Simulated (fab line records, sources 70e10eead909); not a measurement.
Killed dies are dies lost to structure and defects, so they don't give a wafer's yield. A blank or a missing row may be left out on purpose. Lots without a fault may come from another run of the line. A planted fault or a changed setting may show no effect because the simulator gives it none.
A struck lot beside a sound one | flow nand_harc | 14 steps out of a route of 1302
Sound: wafers L986.2, L986.4, L986.6. Struck: wafer L997.4. (L997.2, L997.3 of the same lot were not struck and are left out.) The cause comes at the end.
At each step with rows: each side's tool, then ch and its chambers, then its first start. Under that, the readings that differ: sound wafers | struck wafers | difference of the means | sigmas: that difference in standard deviations of wafers without a fault.
alike: readings whose means differ by less than 2 such deviations, and words and numbers that are the same on both sides. not compared: withheld readings, readings that some wafer has no value for, bounds like >300 that may hide the same value, and numbers for which the record gives no deviation and whose values overlap.
The two part at a step that has a row with sigmas, a row that says differs or no value, or rows on one side only. Numbers that don't overlap but have no deviation are shown without sigmas and don't part them. A reading that every wafer of one side lacks parts them only if that side has two wafers or more.

first, 1 step without rows for these wafers: NHARC_A_STAIRCASE_HARDBAKE_185 (time 140 s).
NHARC_A_STAIRCASE_DESCUM_186: chemistry O2, time 3 s.
  sound on rie_diel-05 ch 2,3, day 17 07:47; struck on rie_diel-05 ch 3, day 21 18:47
  reading                         | sound          | struck | difference | sigmas
  showerhead_plenum_p_Torr (Torr) | 1.77 1.83 1.83 | 2.07   | +0.26      | +3
  alike: drypump_motor_current_A, oes_product_au, rf_vpp_V, throttle_valve_pct
  not compared: rf_hours_counter_h
NHARC_A_STAIRCASE_TRIM_187: chemistry O2, time 211.2 s.
  sound on rie_diel-05 ch 0,2,3, day 17 07:53; struck on rie_diel-05 ch 2, day 21 18:52
  alike: drypump_motor_current_A, oes_product_au, rf_vpp_V, showerhead_plenum_p_Torr, throttle_valve_pct
  not compared: rf_hours_counter_h
then, 1 step without rows for these wafers: NHARC_A_STAIRCASE_ETCH_188 (etches the open film in C4F8/O2, target depth 100 nm, time 40.5 s).
NHARC_A_STAIRCASE_TRIM_189: chemistry O2, time 211.2 s.
  sound on rie_diel-05 ch 2,3; struck on rie_diel-05 ch 1
  reading               | sound             | struck | difference | sigmas
  oes_product_au (a.u.) | 1.015 1.008 1.006 | 0.992  | -0.018     | -2
  alike: drypump_motor_current_A, rf_vpp_V, showerhead_plenum_p_Torr, throttle_valve_pct
  not compared: rf_hours_counter_h
NHARC_A_STAIRCASE_ETCH_190: etches the open film in C4F8/O2, target depth 100 nm, time 40.5 s.
  sound on rie_diel-05 ch 1,3; struck on rie_diel-05 ch 1
  alike: oes_product_au, rf_vpp_V
  not compared: rf_hours_counter_h
then, 2 steps without rows for these wafers: NHARC_A_STAIRCASE_TRIM_191 (chemistry O2, time 211.2 s); NHARC_A_STAIRCASE_ETCH_192 (etches the open film in C4F8/O2, target depth 100 nm, time 40.5 s).
NHARC_A_STAIRCASE_TRIM_193: chemistry O2, time 211.2 s.
  sound on rie_diel-05 ch 0,2,3; struck on rie_diel-05 ch 1
  alike: drypump_motor_current_A, oes_product_au, rf_vpp_V, showerhead_plenum_p_Torr, throttle_valve_pct
  not compared: rf_hours_counter_h
then, 2 steps without rows for these wafers: NHARC_A_STAIRCASE_ETCH_194 (etches the open film in C4F8/O2, target depth 100 nm, time 40.5 s); NHARC_A_STAIRCASE_TRIM_196 (chemistry O2, time 211.2 s).
NHARC_A_STAIRCASE_ETCH_197: etches the open film in C4F8/O2, target depth 100 nm, time 40.5 s.
  sound on rie_diel-05 ch 0,2, day 17 09:12; struck on rie_diel-05 ch 0, day 21 20:23
  reading               | sound             | struck | difference | sigmas
  oes_product_au (a.u.) | 0.966 0.949 0.946 | 1.152  | +0.198     | +14
  alike: rf_vpp_V
  not compared: rf_hours_counter_h
then, 1 step without rows for these wafers: NHARC_A_STAIRCASE_TRIM_198 (chemistry O2, time 211.2 s).
-- the record jumps here: 8 days lie between the struck wafers' starts before and after (it left off in module A_STAIRCASE and takes up again in module END, whose first step shown is number 1302 of the route) --
NHARC_END_SORT_01:
  the record has rows for the struck wafers here (prober-02 ch 0, day 29 23:33) and none for the sound ones

WHERE THEY PART
First at NHARC_A_STAIRCASE_DESCUM_186; last, within this record, at NHARC_END_SORT_01.

WHY: what the simulator had put in
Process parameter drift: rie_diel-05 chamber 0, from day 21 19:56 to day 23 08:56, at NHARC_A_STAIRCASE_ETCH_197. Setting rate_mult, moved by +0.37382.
